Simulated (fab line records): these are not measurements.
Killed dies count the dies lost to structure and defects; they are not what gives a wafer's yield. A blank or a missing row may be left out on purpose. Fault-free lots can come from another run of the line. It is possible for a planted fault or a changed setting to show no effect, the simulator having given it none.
Which tool is to blame? ; flow nand-harc ; 14 lots, 42 wafers sampled, at 5 steps of a route of 1302

WHAT THE GAUGES READ, wafer by wafer
NHARC_THIN_TSV_CD_MEAS_37. Usual: 5000.9 nm for cd-nm, sd 2.7.
lot;measured;on;cd-nm (nm);flag
L233;day 24 19:31;cd-sem-01;5003.9 5001.7 4998.6;
L235;day 25 01:01;cd-sem-03;5004.8 5002.9 5006.2;
L236;day 25 10:57;cd-sem-02;5005.2 5003.3 4997.7;
L237;day 26 05:51;cd-sem-01;4999.8 4993.8 4996.7;
L238;day 26 07:01;cd-sem-02;4996.0 4999.2 4997.3;
L239;day 26 21:27;cd-sem-01;4996.8 4997.3 4998.0;
L243;day 29 00:10;cd-sem-01;5003.7 4998.8 5002.2;
L241;day 29 01:09;cd-sem-02;5000.7 5002.2 5000.3;
L245;day 29 04:14;cd-sem-03;4996.7 4995.5 4997.5;
L244;day 29 05:21;cd-sem-02;5003.1 4999.8 5001.9;
L242;day 29 08:35;cd-sem-03;5000.2 5003.1 5000.1;
L246;day 30 04:55;cd-sem-03;5001.4 4997.9 4999.3;
L249;day 30 21:32;cd-sem-02;4998.5 5003.4 4999.3;
L247;day 31 10:44;cd-sem-02;4998.4 5001.1 5000.9;

NHARC_END_SORT_01. Usual: defect-limited-yield is 90.6 % with standard deviation 2.3, killed-at-array is 59 with standard deviation 16, killed-at-other is 0.8 with standard deviation 1.1, killed-at-periphery is 3.6 with standard deviation 2.4, killed-dies is 64 with standard deviation 16, killed-open is 3.4 with standard deviation 1.8, and killed-short is 2.5 with standard deviation 1.6.
lot;measured;on;defect-limited-yield (%);killed-at-array;killed-at-other;killed-at-periphery;killed-dies;killed-open;killed-short;flag
L243;day 29 10:19;prober-01;87.1 89.5 88.0;85 68 77;1 1 0;1 2 4;87 71 81;2 3 4;3 2 3;
L246;day 30 13:25;prober-01;84.8 82.6 82.1;39 37 51;60 75 63;4 6 7;103 118 121;3 3 5;1 0 6;OFF
L249;day 31 05:10;prober-02;84.9 83.3 85.4;47 48 45;54 62 53;1 3 1;102 113 99;2 2 4;1 2 1;OFF
L247;day 31 22:25;prober-01;84.3 81.7 84.6;44 46 50;61 73 51;1 5 3;106 124 104;2 2 6;2 4 2;OFF

WHAT TOOL EACH LOT RAN ON (gives the tool, then ch and the chambers of the sampled wafers, and finally the start)
lot;NHARC_THIN_TSV_STRIP_62;NHARC_THIN_TSV_PVD_51;NHARC_THIN_TSV_ANNEAL_52
L233;plasma-asher-01 ch 0,1, day 24 14:46;pvd-sputter-03, day 24 15:13;rtp-anneal-01 ch 0, day 24 16:08
L235;plasma-asher-01 ch 0,1, day 24 19:57;pvd-sputter-03, day 24 20:24;rtp-anneal-02 ch 0, day 24 21:19
L236;plasma-asher-02 ch 0,1, day 25 06:11;pvd-sputter-03, day 25 06:40;rtp-anneal-02 ch 0, day 25 07:33
L237;plasma-asher-02 ch 0,1, day 26 01:00;pvd-sputter-02, day 26 01:34;rtp-anneal-01 ch 0, day 26 02:28
L238;plasma-asher-01 ch 0,1, day 26 02:14;pvd-sputter-01, day 26 02:40;rtp-anneal-01 ch 0, day 26 03:36
L239;plasma-asher-01 ch 0,1, day 26 16:44;pvd-sputter-03, day 26 17:10;rtp-anneal-01 ch 0, day 26 18:10
L243;plasma-asher-01 ch 0,1, day 28 19:23;pvd-sputter-03, day 28 19:52;rtp-anneal-02 ch 0, day 28 20:46
L241;plasma-asher-02 ch 0,1, day 28 20:25;pvd-sputter-02, day 28 20:52;rtp-anneal-02 ch 0, day 28 21:46
L245;plasma-asher-01 ch 0,1, day 28 23:28;pvd-sputter-03, day 28 23:55;rtp-anneal-01 ch 0, day 29 00:48
L244;plasma-asher-01 ch 0,1, day 29 00:43;pvd-sputter-03, day 29 01:11;rtp-anneal-02 ch 0, day 29 02:04
L242;plasma-asher-01 ch 0,1, day 29 03:51;pvd-sputter-03, day 29 04:19;rtp-anneal-01 ch 0, day 29 05:16
L246;plasma-asher-02 ch 1, day 30 00:12;pvd-sputter-03, day 30 00:40;rtp-anneal-02 ch 0, day 30 01:40
L249;plasma-asher-01 ch 0,1, day 30 16:37;pvd-sputter-03, day 30 17:04;rtp-anneal-01 ch 0, day 30 18:07
L247;plasma-asher-01 ch 1, day 31 05:55;pvd-sputter-03, day 31 06:24;rtp-anneal-01 ch 0, day 31 07:20
- NHARC_THIN_TSV_STRIP_62: strips in N2/H2, time 20 s.
- NHARC_THIN_TSV_PVD_51: deposits Cu, target thk 100 nm.
- NHARC_THIN_TSV_ANNEAL_52: time 90 s.

AS READ BY THE TOOLS THEMSELVES (means over the sampled wafers that have a number; for cases with no such wafer, the mark the record gives instead)
NHARC_THIN_TSV_STRIP_62. Usual: drypump-motor-current-A 5.9 A, standard deviation 0.35; heater-power-w 335 W, standard deviation 27.
lot;tool;drypump-motor-current-A (A);heater-power-w (W);flag
L233;plasma-asher-01;5.7;343;
L235;plasma-asher-01;5.7;325;
L236;plasma-asher-02;6.4;339;
L237;plasma-asher-02;6.2;328;
L238;plasma-asher-01;5.7;331;
L239;plasma-asher-01;5.7;342;
L243;plasma-asher-01;5.7;329;
L241;plasma-asher-02;6.1;331;
L245;plasma-asher-01;5.7;341;
L244;plasma-asher-01;5.7;324;
L242;plasma-asher-01;5.7;328;
L246;plasma-asher-02;6.0;313;
L249;plasma-asher-01;5.7;321;
L247;plasma-asher-01;5.7;360;

NHARC_THIN_TSV_PVD_51. Usual: 30.2 % for throttle-valve-pct, sd 1.4.
lot;tool;throttle-valve-pct (%);flag
L233;pvd-sputter-03;29.7;
L235;pvd-sputter-03;30.1;
L236;pvd-sputter-03;29.3;
L237;pvd-sputter-02;30.6;
L238;pvd-sputter-01;30.1;
L239;pvd-sputter-03;29.3;
L243;pvd-sputter-03;29.4;
L241;pvd-sputter-02;31.2;
L245;pvd-sputter-03;31.0;
L244;pvd-sputter-03;29.8;
L242;pvd-sputter-03;29.8;
L246;pvd-sputter-03;30.7;
L249;pvd-sputter-03;30.4;
L247;pvd-sputter-03;29.7;

NHARC_THIN_TSV_ANNEAL_52. Usual: 226.2 for wafer_temp_C_max, sd 0.4.
lot;tool;wafer_temp_C_max;flag
L233;rtp-anneal-01;225.9;
L235;rtp-anneal-02;226.7;
L236;rtp-anneal-02;226.7;
L237;rtp-anneal-01;225.8;
L238;rtp-anneal-01;225.8;
L239;rtp-anneal-01;225.8;
L243;rtp-anneal-02;226.4;
L241;rtp-anneal-02;226.7;
L245;rtp-anneal-01;225.7;
L244;rtp-anneal-02;226.6;
L242;rtp-anneal-01;225.8;
L246;rtp-anneal-02;226.6;
L249;rtp-anneal-01;226.1;
L247;rtp-anneal-01;226.1;

THE ANSWER, worked out from the rows above alone
Rule: take the mean of a lot's wafers that have a number; if it is more than 3 standard deviations from the usual mean, the lot is off. A lot without any number at a reading at which 4 lots or more have one is off too. The other lots that the step has rows for count as sound. First the gauges in route order, then the tools' own readings, where a lot's mean is used as printed above. The first step at which some lot is off is used, and at that step the reading that is off furthest; a lot without a number counts as furthest.
Off: L246, L249, L247 (NHARC_END_SORT_01, killed-at-other). Neither off nor sound, because the step has no rows for them: L233, L235, L236, L237, L238, L239, L241, L245, L244, L242.
If a tool, at a process step before that reading, ran all the lots that are off and no sound lot after the first of them, it fits. The gauges at NHARC_END_SORT_01 are tried like those tools. One fits: pvd-sputter-03 at NHARC_THIN_TSV_PVD_51. A fault onset in the window from L243 (day 28 19:52, its last sound lot) to L246 (day 30 00:40, its first lot off) fits.

WHAT THE SIMULATOR HAD PUT IN
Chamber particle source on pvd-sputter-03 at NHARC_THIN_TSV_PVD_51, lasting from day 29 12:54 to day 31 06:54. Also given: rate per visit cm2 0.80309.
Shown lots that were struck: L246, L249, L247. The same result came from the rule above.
